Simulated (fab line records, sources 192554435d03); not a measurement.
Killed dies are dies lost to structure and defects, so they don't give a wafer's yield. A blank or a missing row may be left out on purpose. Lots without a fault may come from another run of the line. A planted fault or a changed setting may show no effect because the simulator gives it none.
Which tool did it? | flow n5_finfet | 24 lots, 72 wafers sampled, at 5 steps of a route of 1938

WHAT THE GAUGES READ, wafer by wafer
N5_MOL_CONTACT_COAG_CD_MEAS_101: target cd 16 nm.
lot  | measured     | on        | cd_nm (nm)
L074 | day 5 06:54  | cd_sem-03 | 15.8 16.3 16.0
L075 | day 5 10:02  | cd_sem-02 | 15.7 16.2 15.9
L076 | day 5 18:50  | cd_sem-01 | 15.8 16.6 16.4
L077 | day 6 01:55  | cd_sem-03 | 16.2 16.0 16.6
L078 | day 6 02:15  | cd_sem-01 | 15.7 16.0 16.6
L079 | day 6 12:45  | cd_sem-01 | 16.2 16.7 15.9
L080 | day 6 16:54  | cd_sem-01 | 16.0 15.8 15.1
L081 | day 6 23:19  | cd_sem-01 | 16.3 15.9 16.4
L082 | day 7 10:02  | cd_sem-03 | 15.7 15.7 15.5
L083 | day 7 10:38  | cd_sem-01 | 15.8 16.6 16.6
L084 | day 8 00:20  | cd_sem-01 | 15.9 15.9 15.9
L085 | day 8 00:39  | cd_sem-01 | 15.0 16.5 15.6
L086 | day 8 04:13  | cd_sem-01 | 16.2 15.5 15.7
L087 | day 8 09:59  | cd_sem-01 | 15.8 15.4 15.6
L088 | day 8 18:34  | cd_sem-02 | 15.8 16.8 15.7
L089 | day 8 23:53  | cd_sem-01 | 15.8 15.7 16.2
L090 | day 9 04:37  | cd_sem-01 | 15.5 16.3 16.0
L091 | day 9 11:25  | cd_sem-03 | 15.2 15.1 15.8
L092 | day 9 14:23  | cd_sem-03 | 14.8 15.1 15.3
L093 | day 9 23:42  | cd_sem-01 | 15.8 15.5 15.8
L094 | day 10 05:56 | cd_sem-02 | 15.4 16.3 16.7
L095 | day 10 16:32 | cd_sem-01 | 16.1 16.1 16.3
L096 | day 10 19:08 | cd_sem-01 | 16.4 15.9 15.6
L097 | day 11 05:01 | cd_sem-03 | 15.8 16.4 15.5

N5_BEOL_M0_SAQP_CD_MEAS_14: target cd 42.5 nm.
lot  | measured     | on        | cd_nm (nm)
L074 | day 5 13:13  | cd_sem-02 | 42.6 43.0 42.8
L075 | day 5 16:47  | cd_sem-03 | 43.0 43.1 43.3
L076 | day 6 01:48  | cd_sem-01 | 42.3 42.3 42.2
L077 | day 6 07:58  | cd_sem-02 | 41.8 42.1 41.8
L078 | day 6 10:45  | cd_sem-03 | 41.9 42.3 42.1
L079 | day 6 17:55  | cd_sem-03 | 43.1 43.6 43.1
L080 | day 6 22:29  | cd_sem-02 | 41.4 42.1 41.8
L081 | day 7 04:36  | cd_sem-01 | 41.9 41.8 42.5
L082 | day 7 16:26  | cd_sem-03 | 42.5 42.9 42.1
L083 | day 7 18:16  | cd_sem-01 | 42.4 43.4 43.1
L084 | day 8 05:29  | cd_sem-01 | 42.7 42.5 42.3
L085 | day 8 08:47  | cd_sem-01 | 42.7 42.9 42.9
L086 | day 8 12:35  | cd_sem-03 | 42.7 43.3 43.2
L087 | day 8 15:08  | cd_sem-02 | 42.5 43.4 43.3
L088 | day 9 01:22  | cd_sem-01 | 42.9 42.9 43.4
L089 | day 9 05:41  | cd_sem-03 | 42.2 41.8 42.8
L090 | day 9 10:08  | cd_sem-01 | 42.3 42.3 42.2
L091 | day 9 16:55  | cd_sem-01 | 42.2 42.5 42.3
L092 | day 9 20:37  | cd_sem-02 | 43.0 43.1 42.5
L093 | day 10 05:49 | cd_sem-02 | 41.8 42.6 41.8
L094 | day 10 11:59 | cd_sem-03 | 42.7 43.2 42.9
L095 | day 10 22:02 | cd_sem-02 | 42.9 42.2 42.8
L096 | day 11 00:54 | cd_sem-01 | 42.1 41.7 41.7
L097 | day 11 11:02 | cd_sem-03 | 42.1 42.5 43.1

WHICH TOOL RAN EACH LOT (tool, then ch and the chambers of the sampled wafers, then the start)
lot  | N5_MOL_CONTACT_COAG_ALD_131       | N5_MOL_CONTACT_COAG_ETCH_67        | N5_BEOL_M0_SAQP_PECVD_04
L074 | ald_sin-01 ch 0,2,3, day 5 04:55  | rie_diel-04 ch 0,1,3, day 5 06:26  | pecvd-03 ch 1,2, day 5 12:45
L075 | ald_sin-04 ch 0,2, day 5 07:25    | rie_diel-02 ch 0,2,3, day 5 09:34  | pecvd-03 ch 0,1,2, day 5 16:17
L076 | ald_sin-04 ch 0,2,3, day 5 16:41  | rie_diel-02 ch 0,2, day 5 18:22    | pecvd-02 ch 1,2, day 6 01:21
L077 | ald_sin-03 ch 0,1,2, day 5 23:47  | rie_diel-01 ch 0,2,3, day 6 01:26  | pecvd-02 ch 0,1, day 6 07:23
L078 | ald_sin-04 ch 2,3, day 6 00:04    | rie_diel-04 ch 1,3, day 6 01:46    | pecvd-02 ch 0,2, day 6 10:18
L079 | ald_sin-03 ch 0,2, day 6 10:38    | rie_diel-04 ch 2,3, day 6 12:17    | pecvd-03 ch 0,1,2, day 6 17:28
L080 | ald_sin-01 ch 0,1, day 6 14:51    | rie_diel-02 ch 0,2,3, day 6 16:25  | pecvd-03 ch 0,1,2, day 6 22:02
L081 | ald_sin-03 ch 0,1,3, day 6 21:16  | rie_diel-04 ch 0,1, day 6 22:51    | pecvd-03 ch 0,2, day 7 04:09
L082 | ald_sin-04 ch 0,2,3, day 7 07:52  | rie_diel-02 ch 0,2,3, day 7 09:33  | pecvd-01 ch 0,1, day 7 15:52
L083 | ald_sin-03 ch 0,1,2, day 7 08:37  | rie_diel-04 ch 0,1,3, day 7 10:10  | pecvd-02 ch 0,1, day 7 17:41
L084 | ald_sin-01 ch 2,3, day 7 21:52    | rie_diel-04 ch 2,3, day 7 23:50    | pecvd-01 ch 0,1,2, day 8 04:56
L085 | ald_sin-01 ch 2,3, day 7 22:02    | rie_diel-04 ch 0,1, day 8 00:11    | pecvd-03 ch 1,2, day 8 08:19
L086 | ald_sin-01 ch 0,3, day 8 01:48    | rie_diel-01 ch 0,2,3, day 8 03:44  | pecvd-01 ch 1,2, day 8 12:07
L087 | ald_sin-04 ch 0,3, day 8 08:00    | rie_diel-02 ch 2,3, day 8 09:31    | pecvd-01 ch 0,1, day 8 14:33
L088 | ald_sin-04 ch 0,2,3, day 8 16:02  | rie_diel-01 ch 0,1,2, day 8 17:55  | pecvd-02 ch 0,2, day 9 00:46
L089 | ald_sin-01 ch 1,3, day 8 21:38    | rie_diel-04 ch 1,2,3, day 8 23:25  | pecvd-01 ch 0,1, day 9 05:13
L090 | ald_sin-04 ch 0,2, day 9 02:34    | rie_diel-01 ch 0,2,3, day 9 04:08  | pecvd-01 ch 0,1, day 9 09:41
L091 | ald_sin-01 ch 0,1,3, day 9 08:55  | rie_diel-01 ch 1,2,3, day 9 10:56  | pecvd-03 ch 0,1,2, day 9 16:29
L092 | ald_sin-01 ch 0,1,2, day 9 12:14  | rie_diel-02 ch 0,1,3, day 9 13:55  | pecvd-02 ch 0,2, day 9 20:02
L093 | ald_sin-01 ch 0,1,3, day 9 21:14  | rie_diel-01 ch 1,2,3, day 9 23:14  | pecvd-01 ch 0,1,2, day 10 05:14
L094 | ald_sin-04 ch 0,3, day 10 03:56   | rie_diel-02 ch 1,2,3, day 10 05:28 | pecvd-03 ch 1,2, day 10 11:25
L095 | ald_sin-01 ch 0,1, day 10 14:02   | rie_diel-02 ch 0,1,3, day 10 16:04 | pecvd-03 ch 0,1,2, day 10 21:29
L096 | ald_sin-03 ch 0,2,3, day 10 16:30 | rie_diel-01 ch 0,2,3, day 10 18:39 | pecvd-01 ch 0,2, day 11 00:26
L097 | ald_sin-03 ch 0,3, day 11 02:56   | rie_diel-02 ch 1,3, day 11 04:32   | pecvd-03 ch 0,1,2, day 11 10:35
- N5_MOL_CONTACT_COAG_ALD_131: deposits SiO2, target thk 5 nm, pulse time 1 s, co reactant pulse time 1 s.
- N5_MOL_CONTACT_COAG_ETCH_67: etches SOC in N2/H2, target depth 60 nm, overetch 21 nm, time 101.2 s.
- N5_BEOL_M0_SAQP_PECVD_04: deposits a-Si from SiH4/He, target thk 60 nm, time 60.2 s.

WHAT THE TOOLS THEMSELVES READ (means of the sampled wafers that have a number; where no wafer has one, the mark that the record gives instead)
N5_MOL_CONTACT_COAG_ALD_131.
lot  | tool       | heater_power_w (W) | precursor_pulse_height_rel
L074 | ald_sin-01 | 78                 | 0.984
L075 | ald_sin-04 | 73                 | 1.001
L076 | ald_sin-04 | 75                 | 1.001
L077 | ald_sin-03 | 87                 | 1.004
L078 | ald_sin-04 | 73                 | 1.010
L079 | ald_sin-03 | 85                 | 1.003
L080 | ald_sin-01 | 77                 | 1.006
L081 | ald_sin-03 | 87                 | 1.003
L082 | ald_sin-04 | 74                 | 0.995
L083 | ald_sin-03 | 87                 | 1.010
L084 | ald_sin-01 | 77                 | 0.994
L085 | ald_sin-01 | 79                 | 0.979
L086 | ald_sin-01 | 83                 | 0.983
L087 | ald_sin-04 | 77                 | 0.996
L088 | ald_sin-04 | 75                 | 0.995
L089 | ald_sin-01 | 81                 | 1.004
L090 | ald_sin-04 | 74                 | 1.002
L091 | ald_sin-01 | 81                 | 0.991
L092 | ald_sin-01 | 78                 | 1.006
L093 | ald_sin-01 | 79                 | 0.985
L094 | ald_sin-04 | 76                 | 1.002
L095 | ald_sin-01 | 78                 | 0.997
L096 | ald_sin-03 | 83                 | 0.987
L097 | ald_sin-03 | 83                 | 0.986

N5_MOL_CONTACT_COAG_ETCH_67.
lot  | tool        | drypump_motor_current_A (A) | oes_product_au (a.u.) | rf_vpp_V (V) | showerhead_plenum_p_Torr (Torr) | throttle_valve_pct (%)
L074 | rie_diel-04 | 5.7                         | 0.63                  | 523.1        | 2.54                            | 17.83
L075 | rie_diel-02 | 5.6                         | 0.71                  | 524.5        | 2.59                            | 17.86
L076 | rie_diel-02 | 5.9                         | 0.68                  | 525.4        | 2.62                            | 17.86
L077 | rie_diel-01 | 5.8                         | 0.66                  | 522.8        | 2.49                            | 17.82
L078 | rie_diel-04 | 5.7                         | 0.63                  | 525.7        | 2.61                            | 17.81
L079 | rie_diel-04 | 5.0                         | 0.73                  | 526.0        | 2.63                            | 17.99
L080 | rie_diel-02 | 5.6                         | 0.69                  | 524.6        | 2.59                            | 17.89
L081 | rie_diel-04 | 5.7                         | 0.64                  | 522.7        | 2.51                            | 17.80
L082 | rie_diel-02 | 5.6                         | 0.69                  | 525.6        | 2.58                            | 17.90
L083 | rie_diel-04 | 5.7                         | 0.62                  | 523.2        | 2.53                            | 17.86
L084 | rie_diel-04 | 5.1                         | 0.72                  | 526.1        | 2.63                            | 18.01
L085 | rie_diel-04 | 5.6                         | 0.61                  | 521.2        | 2.46                            | 17.91
L086 | rie_diel-01 | 5.8                         | 0.65                  | 522.7        | 2.49                            | 17.84
L087 | rie_diel-02 | 5.2                         | 0.69                  | 526.1        | 2.65                            | 17.99
L088 | rie_diel-01 | 5.9                         | 0.65                  | 522.5        | 2.47                            | 17.63
L089 | rie_diel-04 | 5.4                         | 0.67                  | 525.1        | 2.60                            | 17.91
L090 | rie_diel-01 | 5.8                         | 0.64                  | 521.6        | 2.48                            | 17.86
L091 | rie_diel-01 | 5.6                         | 0.65                  | 521.8        | 2.49                            | 17.74
L092 | rie_diel-02 | 5.4                         | 0.66                  | 523.2        | 2.53                            | 17.89
L093 | rie_diel-01 | 5.6                         | 0.65                  | 522.4        | 2.48                            | 17.75
L094 | rie_diel-02 | 5.3                         | 0.66                  | 525.4        | 2.62                            | 17.96
L095 | rie_diel-02 | 5.4                         | 0.66                  | 522.7        | 2.52                            | 17.90
L096 | rie_diel-01 | 5.8                         | 0.63                  | 522.1        | 2.48                            | 17.89
L097 | rie_diel-02 | 5.0                         | 0.66                  | 523.9        | 2.59                            | 17.99

N5_BEOL_M0_SAQP_PECVD_04.
lot  | tool     | heater_power_w (W) | showerhead_plenum_p_Torr (Torr) | throttle_valve_pct (%)
L074 | pecvd-03 | 545                | 5.678                           | 17.3
L075 | pecvd-03 | 588                | 5.676                           | 18.2
L076 | pecvd-02 | 549                | 5.633                           | 19.2
L077 | pecvd-02 | 530                | 5.627                           | 19.9
L078 | pecvd-02 | 591                | 5.629                           | 18.9
L079 | pecvd-03 | 577                | 5.681                           | 18.3
L080 | pecvd-03 | 565                | 5.674                           | 18.2
L081 | pecvd-03 | 604                | 5.686                           | 17.3
L082 | pecvd-01 | 548                | 5.678                           | 19.5
L083 | pecvd-02 | 514                | 5.624                           | 19.8
L084 | pecvd-01 | 588                | 5.647                           | 18.6
L085 | pecvd-03 | 560                | 5.688                           | 17.2
L086 | pecvd-01 | 526                | 5.630                           | 18.5
L087 | pecvd-01 | 644                | 5.658                           | 18.6
L088 | pecvd-02 | 608                | 5.652                           | 18.4
L089 | pecvd-01 | 641                | 5.656                           | 18.7
L090 | pecvd-01 | 577                | 5.682                           | 19.4
L091 | pecvd-03 | 576                | 5.674                           | 18.5
L092 | pecvd-02 | 599                | 5.637                           | 19.1
L093 | pecvd-01 | 582                | 5.643                           | 18.7
L094 | pecvd-03 | 547                | 5.670                           | 18.4
L095 | pecvd-03 | 586                | 5.680                           | 18.5
L096 | pecvd-01 | 550                | 5.620                           | 17.7
L097 | pecvd-03 | 569                | 5.673                           | 18.5

THE ANSWER, worked out from the rows above alone
Rule: what is usual is taken from the lots themselves. Put in order of their means at a reading, lots are off if they are a third of the lots or fewer, leave a main group of 4 or more, and stand apart from it by a gap of 3 or more times the standard deviation of the main group's means; of several such gaps the widest counts. A main group whose means are all the same, to the digits that the tables above print for the reading, isn't used. A lot without any number at a reading at which 4 lots or more have one is off too. The other lots that the step has rows for count as sound. The gauges are gone through in route order, then the tools' own readings, and for those a lot's mean is taken as printed above. The first step at which some lot is off is used, and at that step the reading that is off furthest; a lot without a number counts as furthest.
No lot is off at any reading shown: from this, nothing can be told.

WHAT THE SIMULATOR HAD PUT IN
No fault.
